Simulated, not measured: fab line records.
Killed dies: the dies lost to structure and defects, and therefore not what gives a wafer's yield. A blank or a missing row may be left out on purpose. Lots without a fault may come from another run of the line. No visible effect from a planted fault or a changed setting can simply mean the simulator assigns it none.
Matching of chambers :: flow nand-harc :: pecvd-01 running NHARC_A_CONTACT_DEP_58: 3 sister chambers
The step deposits SiON, target thk 90 nm. 27 wafers are shown with their chamber, then 12 later ones without.

## WAFERS, EACH WITH ITS CHAMBER
wafer: L077.4
chamber: 0
heater-power-w (W): 820
rf-fwd-power-W (W): 348.2

wafer: L077.5
chamber: 2
heater-power-w (W): 657
rf-fwd-power-W (W): 347.8

wafer: L077.6
chamber: 1
heater-power-w (W): 674
rf-fwd-power-W (W): 346.1

wafer: L074.1
chamber: 2
heater-power-w (W): 753
rf-fwd-power-W (W): 348.0

wafer: L074.4
chamber: 0
heater-power-w (W): 895
rf-fwd-power-W (W): 348.3

wafer: L074.6
chamber: 1
heater-power-w (W): 635
rf-fwd-power-W (W): 350.9

wafer: L075.2
chamber: 0
heater-power-w (W): 898
rf-fwd-power-W (W): 348.9

wafer: L075.5
chamber: 0
heater-power-w (W): 904
rf-fwd-power-W (W): 348.2

wafer: L075.6
chamber: 1
heater-power-w (W): 655
rf-fwd-power-W (W): 349.7

wafer: L079.2
chamber: 1
heater-power-w (W): 727
rf-fwd-power-W (W): 348.1

wafer: L079.4
chamber: 1
heater-power-w (W): 732
rf-fwd-power-W (W): 348.8

wafer: L079.5
chamber: 2
heater-power-w (W): 765
rf-fwd-power-W (W): 349.0

wafer: L082.1
chamber: 1
heater-power-w (W): 753
rf-fwd-power-W (W): 348.4

wafer: L082.2
chamber: 0
heater-power-w (W): 885
rf-fwd-power-W (W): 347.3

wafer: L082.4
chamber: 2
heater-power-w (W): 738
rf-fwd-power-W (W): 347.1

wafer: L085.1
chamber: 0
heater-power-w (W): 948
rf-fwd-power-W (W): 348.2

wafer: L085.3
chamber: 1
heater-power-w (W): 731
rf-fwd-power-W (W): 348.4

wafer: L085.4
chamber: 0
heater-power-w (W): 957
rf-fwd-power-W (W): 347.6

wafer: L087.1
chamber: 2
heater-power-w (W): 681
rf-fwd-power-W (W): 346.8

wafer: L087.5
chamber: 2
heater-power-w (W): 677
rf-fwd-power-W (W): 350.8

wafer: L087.6
chamber: 1
heater-power-w (W): 661
rf-fwd-power-W (W): 348.3

wafer: L089.2
chamber: 1
heater-power-w (W): 725
rf-fwd-power-W (W): 349.7

wafer: L089.4
chamber: 2
heater-power-w (W): 629
rf-fwd-power-W (W): 350.2

wafer: L089.6
chamber: 0
heater-power-w (W): 927
rf-fwd-power-W (W): 347.2

wafer: L092.1
chamber: 2
heater-power-w (W): 756
rf-fwd-power-W (W): 348.3

wafer: L092.3
chamber: 0
heater-power-w (W): 993
rf-fwd-power-W (W): 349.1

wafer: L092.4
chamber: 0
heater-power-w (W): 1012
rf-fwd-power-W (W): 347.8

SIGNATURES (averages over the wafers above)
reading: heater-power-w
chamber 0: 923.90
chamber 1: 699.22
chamber 2: 707.00
scatter within a chamber: 50.8

reading: rf-fwd-power-W
chamber 0: 348.080
chamber 1: 348.711
chamber 2: 348.500
scatter within a chamber: 1.15
Rule: for each reading, subtract the chamber's mean from the wafer's reading, divide by that reading's scatter and square the result; add these up over the readings and take the root, which gives the wafer's distance from the chamber. The wafer belongs to the nearest chamber; if the next one is less than 2 further off, it can't be placed. The scatter: take each reading less its chamber's mean, square it, sum over the shown wafers, divide by the number of wafers less the number of chambers, and take the root.

## WAFERS WHOSE CHAMBER IS MISSING
wafer: L093.1
heater-power-w (W): 754
rf-fwd-power-W (W): 349.3

wafer: L093.2
heater-power-w (W): 722
rf-fwd-power-W (W): 349.6

wafer: L093.4
heater-power-w (W): 726
rf-fwd-power-W (W): 349.2

wafer: L094.1
heater-power-w (W): 829
rf-fwd-power-W (W): 347.0

wafer: L094.2
heater-power-w (W): 876
rf-fwd-power-W (W): 350.4

wafer: L094.5
heater-power-w (W): 616
rf-fwd-power-W (W): 347.0

wafer: L097.2
heater-power-w (W): 749
rf-fwd-power-W (W): 348.8

wafer: L097.5
heater-power-w (W): 764
rf-fwd-power-W (W): 349.8

wafer: L097.6
heater-power-w (W): 729
rf-fwd-power-W (W): 349.0

wafer: L096.1
heater-power-w (W): 811
rf-fwd-power-W (W): 348.3

wafer: L096.2
heater-power-w (W): 746
rf-fwd-power-W (W): 347.9

wafer: L096.6
heater-power-w (W): 752
rf-fwd-power-W (W): 348.1

## WHICH CHAMBER EACH ONE RAN IN
wafer: L093.1
from the rows above: can't be placed: 2 or 1
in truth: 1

wafer: L093.2
from the rows above: can't be placed: 1 or 2
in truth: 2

wafer: L093.4
from the rows above: can't be placed: 1 or 2
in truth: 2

wafer: L094.1
from the rows above: can't be placed: 0 or 2 or 1
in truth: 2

wafer: L094.2
from the rows above: can't be placed: 0 or 2 or 1
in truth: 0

wafer: L094.5
from the rows above: can't be placed: 1 or 2
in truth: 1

wafer: L097.2
from the rows above: can't be placed: 2 or 1
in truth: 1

wafer: L097.5
from the rows above: can't be placed: 1 or 2 or 0
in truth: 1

wafer: L097.6
from the rows above: can't be placed: 2 or 1
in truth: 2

wafer: L096.1
from the rows above: can't be placed: 2 or 1 or 0
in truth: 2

wafer: L096.2
from the rows above: can't be placed: 2 or 1
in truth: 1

wafer: L096.6
from the rows above: can't be placed: 2 or 1
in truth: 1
Placed correctly: 0 of 12. Cannot be placed on the basis of these rows: 12; the candidates contain the true chamber in 12. Placed wrongly: 0.
